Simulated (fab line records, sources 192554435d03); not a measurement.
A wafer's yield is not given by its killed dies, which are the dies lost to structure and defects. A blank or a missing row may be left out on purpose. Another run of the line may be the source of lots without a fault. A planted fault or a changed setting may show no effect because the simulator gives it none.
Which of the tools did it?    flow n5 finfet    24 wafers from 9 lots sampled at 5 of the route's 1938 steps

== WHAT THE GAUGES SHOWED, per wafer ==
N5_BEOL_M4_RC_MEAS_101.
lot   measured      on         DIBL_N (mV/V)
L690  day 8 09:32   prober-01  37.8 35.9 36.7
L691  day 9 00:53   prober-02  34.6 36.3 35.7
L693  day 9 07:42   prober-02  38.1 36.5 37.6
L696  day 10 04:53  prober-02  37.8 36.9
L703  day 12 02:38  prober-01  32.5 34.4 35.7
L705  day 12 10:04  prober-01  35.3 37.3
L706  day 12 12:51  prober-01  36.9 36.9 36.4
L708  day 13 12:38  prober-02  35.6 34.5
L710  day 14 09:27  prober-01  36.2 36.6 34.8

== WHICH TOOL RAN EACH LOT (tool, then ch and the chambers of the sampled wafers, then the start) ==
lot   N5_HKMG_FIN_ETCH_86                N5_HKMG_FIN_STRIP_89               N5_HKMG_FIN_CMP_23            N5_GATE_CUT_ETCHBACK_00
L690  rie diel-02 ch 1,2, day 5 00:27    rie diel-02 ch 1,2, day 5 00:31    cmp-01 ch 1,2,3, day 5 02:48  rie metal-01 ch 0,1, day 5 03:33
L691  rie diel-02 ch 0,1,2, day 5 09:01  rie diel-02 ch 0,1,2, day 5 09:05  cmp-04 ch 0,2,3, day 5 12:03  rie metal-02 ch 0,1, day 5 12:43
L693  rie diel-02 ch 0,1, day 5 21:24    rie diel-02 ch 0,1, day 5 21:28    cmp-04 ch 0,3, day 5 23:50    rie metal-02 ch 0,1, day 6 00:35
L696  rie diel-06 ch 1,3, day 6 18:58    rie diel-06 ch 1,3, day 6 19:02    cmp-03 ch 3, day 6 21:29      rie metal-02 ch 0,1, day 6 22:13
L703  rie diel-06 ch 0,1,2, day 8 06:56  rie diel-06 ch 0,1,2, day 8 07:00  cmp-04 ch 0,1,2, day 8 09:29  rie metal-01 ch 0,1, day 8 10:07
L705  rie diel-06 ch 2, day 8 19:14      rie diel-06 ch 2, day 8 19:18      cmp-01 ch 0,3, day 8 21:44    rie metal-01 ch 0,1, day 8 22:20
L706  rie diel-02 ch 0,2, day 9 03:52    rie diel-02 ch 0,2, day 9 03:55    cmp-04 ch 1,2, day 9 06:17    rie metal-01 ch 0,1, day 9 07:02
L708  rie diel-06 ch 0, day 9 11:42      rie diel-06 ch 0, day 9 11:46      cmp-03 ch 2, day 9 14:14      rie metal-02 ch 1, day 9 14:54
L710  rie diel-01 ch 1,3, day 9 22:50    rie diel-01 ch 1,3, day 9 22:53    cmp-01 ch 0,2, day 10 01:24   rie metal-03 ch 0,1, day 10 02:04
- N5_HKMG_FIN_ETCH_86: etches SOC in N2/H2, stops on TiN, target depth 393.2 nm.
- N5_HKMG_FIN_STRIP_89: strips SOC in N2/H2, time 20 s.
- N5_HKMG_FIN_CMP_23: polishes, stops on SiNx, t overpolish 10 s, target thk 46.326 nm.
- N5_GATE_CUT_ETCHBACK_00: etches W in SF6/Cl2.

== THE ANSWER, worked out from the rows above alone ==
Rule: the usual values come from the lots themselves. The widest of any qualifying gaps counts: lots, ordered by their means at a reading, are off when they make up no more than a third of the lots, leave a main group of 4 or more, and stand apart from it by 3 or more times the standard deviation of that group's means. If all means in a main group match to the digits the tables above print for the reading, that group is not used. Also off: a lot with no number at a reading for which 4 or more lots have one. The other lots that the step has rows for count as sound.
Nothing can be told from this: no lot is off at any reading shown.

== WHAT THE SIMULATOR HAD INSERTED ==
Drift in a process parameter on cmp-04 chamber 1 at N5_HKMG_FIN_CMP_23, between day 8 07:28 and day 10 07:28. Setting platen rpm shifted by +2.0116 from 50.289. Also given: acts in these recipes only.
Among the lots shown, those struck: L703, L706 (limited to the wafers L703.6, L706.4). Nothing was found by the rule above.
